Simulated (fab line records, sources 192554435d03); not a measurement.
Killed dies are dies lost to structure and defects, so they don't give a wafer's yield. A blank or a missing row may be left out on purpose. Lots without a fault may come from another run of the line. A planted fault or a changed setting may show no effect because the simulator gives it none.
Which tool did it? | flow n5_finfet | 9 lots, 27 wafers sampled, at 1 step of a route of 1938

WHAT THE GAUGES READ, wafer by wafer
N5_BEOL_M4_RC_MEAS_101. Usual: DIBL_N 36.4 mV/V, standard deviation 1.4; DIBL_P 36.4 mV/V, standard deviation 1.5; IOFF_N 0.156 nA/um, standard deviation 0.022; IOFF_P 0.210 nA/um, standard deviation 0.023; ION_N 675 uA/um, standard deviation 9.1; ION_P 463 uA/um, standard deviation 5.7; SS_N 71.6 mV/dec, standard deviation 0.45; SS_P 73.3 mV/dec, standard deviation 0.56; VT_N 250 mV, standard deviation 3.1; VT_P -250.3 mV, standard deviation 2.3.
lot  | measured     | on        | DIBL_N (mV/V)  | DIBL_P (mV/V)  | IOFF_N (nA/um)    | IOFF_P (nA/um)    | ION_N (uA/um) | ION_P (uA/um) | SS_N (mV/dec)  | SS_P (mV/dec)  | VT_N (mV)   | VT_P (mV)            | flag
L796 | day 9 06:28  | prober-01 | 35.5 38.7 37.8 | 32.1 36.9 35.6 | 0.117 0.175 0.158 | 0.181 0.263 0.238 | 667 674 680   | 459 463 465   | 71.3 72.3 72.1 | 73.0 73.6 74.2 | 259 249 251 | -252.0 -247.5 -249.4 |
L800 | day 10 05:55 | prober-01 | 34.3 34.1 35.5 | 35.6 34.4 36.1 | 0.126 0.120 0.141 | 0.196 0.192 0.218 | 674 677 673   | 469 472 472   | 70.8 71.4 71.5 | 72.6 72.4 73.1 | 250 254 248 | -251.6 -249.2 -245.6 |
L805 | day 11 09:09 | prober-01 | 36.8 36.9 35.2 | 37.6 37.7 36.0 | 0.161 0.157 0.137 | 0.204 0.212 0.183 | 683 670 667   | 463 457 458   | 71.3 71.6 71.2 | 72.9 73.1 73.0 | 250 253 253 | -250.2 -247.6 -249.6 |
L806 | day 11 17:06 | prober-02 | 37.6 38.0 37.2 | 37.8 38.8 37.7 | 0.163 0.179 0.159 | 0.190 0.210 0.185 | 677 678 670   | 453 461 452   | 72.0 72.1 71.9 | 73.5 73.9 73.5 | 249 250 249 | -252.8 -250.8 -255.0 |
L808 | day 11 17:19 | prober-01 | 35.0 36.0 35.3 | 35.1 36.3 35.5 | 0.130 0.140 0.128 | 0.182 0.199 0.185 | 666 671 659   | 459 462 457   | 71.2 71.7 71.4 | 72.8 74.3 74.0 | 252 253 255 | -256.3 -251.6 -253.3 |
L807 | day 12 00:41 | prober-02 | 34.5 36.2 36.8 | 34.7 36.8 37.5 | 0.114 0.140 0.153 | 0.184 0.209 0.223 | 654 658 669   | 456 456 466   | 71.6 72.5 72.0 | 72.0 73.3 72.7 | 259 254 254 | -250.2 -248.9 -249.1 |
L815 | day 13 23:07 | prober-02 | 34.7 34.6 33.9 | 36.0 35.4 34.7 | 0.134 0.130 0.116 | 0.192 0.187 0.168 | 678 661 665   | 465 459 456   | 71.1 71.7 71.0 | 72.3 72.1 72.4 | 252 251 254 | -251.0 -251.1 -252.2 |
L816 | day 14 03:29 | prober-02 | 35.8 34.8 35.5 | 35.7 34.3 35.9 | 0.152 0.131 0.142 | 0.211 0.188 0.224 | 673 672 673   | 468 465 467   | 71.3 71.2 71.6 | 73.6 73.3 73.2 | 252 251 252 | -248.7 -250.2 -248.7 |
L817 | day 14 05:38 | prober-01 | 37.2 38.5 36.9 | 37.8 37.8 36.5 | 0.178 0.199 0.160 | 0.224 0.230 0.202 | 680 683 681   | 465 464 466   | 71.8 72.1 71.9 | 73.4 73.7 73.5 | 246 247 248 | -249.6 -250.2 -252.1 |

WHICH TOOL RAN EACH LOT (tool, then ch and the chambers of the sampled wafers, then the start)
The record holds no process step before these readings.

WHAT THE TOOLS THEMSELVES READ (means of the sampled wafers that have a number; where no wafer has one, the mark that the record gives instead)
The record holds no such reading with a usual standard deviation.

THE ANSWER, worked out from the rows above alone
Rule: a lot is off if the mean of its wafers that have a number lies more than 3 standard deviations from the usual mean. A lot without any number at a reading at which 4 lots or more have one is off too. The other lots that the step has rows for count as sound. The gauges are gone through in route order, then the tools' own readings, and for those a lot's mean is taken as printed above. The first step at which some lot is off is used, and at that step the reading that is off furthest; a lot without a number counts as furthest.
No lot is off at any reading shown: from this, nothing can be told.

WHAT THE SIMULATOR HAD PUT IN
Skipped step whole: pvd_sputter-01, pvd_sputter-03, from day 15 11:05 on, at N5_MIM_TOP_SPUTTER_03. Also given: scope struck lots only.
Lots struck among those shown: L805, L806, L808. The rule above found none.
